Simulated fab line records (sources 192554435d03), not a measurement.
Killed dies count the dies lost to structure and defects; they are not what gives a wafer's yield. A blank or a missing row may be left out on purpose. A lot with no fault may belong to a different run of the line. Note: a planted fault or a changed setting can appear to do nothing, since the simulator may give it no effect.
Chamber matching | flow n5 finfet | N5_BEOL_M14_DEP_53 on pecvd-01: 3 sister chambers
The step deposits SiCN from 3MS/NH3, target thk 50 nm, time 17.8 s. 16 wafers are shown with their chamber, then 8 later ones without.

## WAFERS PAIRED WITH THEIR CHAMBERS
wafer  | chamber | throttle valve pct (%) | showerhead plenum p Torr (Torr)
L078.1 | 1       | 19.3                   | 4.179
L078.2 | 0       | 19.1                   | 4.136
L078.6 | 0       | 19.0                   | 4.151
L082.1 | 0       | 19.1                   | 4.148
L082.3 | 1       | 18.9                   | 4.172
L082.5 | 0       | 19.5                   | 4.150
L084.2 | 1       | 19.4                   | 4.186
L084.5 | 1       | 19.4                   | 4.185
L084.6 | 2       | 16.4                   | 4.168
L086.1 | 1       | 19.0                   | 4.177
L086.5 | 1       | 19.4                   | 4.170
L086.6 | 0       | 19.1                   | 4.146
L088.1 | 0       | 19.2                   | 4.147
L088.2 | 1       | 19.2                   | 4.180
L088.4 | 1       | 19.0                   | 4.173
L090.2 | 2       | 16.7                   | 4.166

SIGNATURES (means of the wafers above)
reading                  | chamber 0 | chamber 1 | chamber 2 | scatter within a chamber
throttle valve pct       | 19.167    | 19.200    | 16.550    | 0.196
showerhead plenum p Torr | 4.14633   | 4.17775   | 4.16700   | 0.00548
Rule: distance of a wafer from a chamber = root of the sum over the readings of ((wafer's reading minus chamber's mean) / reading's scatter) squared. The wafer belongs to the nearest chamber; if the next one is less than 2 further off, it can't be placed. The scatter: the root of (the sum of the squares of (reading less its chamber's mean) over the shown wafers, divided by (wafers less chambers)).

## WAFERS WITHOUT THEIR CHAMBER
wafer  | throttle valve pct (%) | showerhead plenum p Torr (Torr)
L090.4 | 19.3                   | 4.188
L090.5 | 19.3                   | 4.135
L097.4 | 19.5                   | 4.176
L097.5 | 17.1                   | 4.154
L097.6 | 19.5                   | 4.132
L092.1 | 19.5                   | 4.144
L092.3 | 19.2                   | 4.181
L092.5 | 16.7                   | 4.154

## WHICH CHAMBER EACH WENT THROUGH
wafer  | from the rows above | in truth
L090.4 | 1                   | 1
L090.5 | 0                   | 0
L097.4 | 1                   | 1
L097.5 | 2                   | 2
L097.6 | 0                   | 0
L092.1 | 0                   | 0
L092.3 | 1                   | 1
L092.5 | 2                   | 2
8 of 8 placed correctly. From these rows, 0 cannot be placed. 0 placed wrongly.
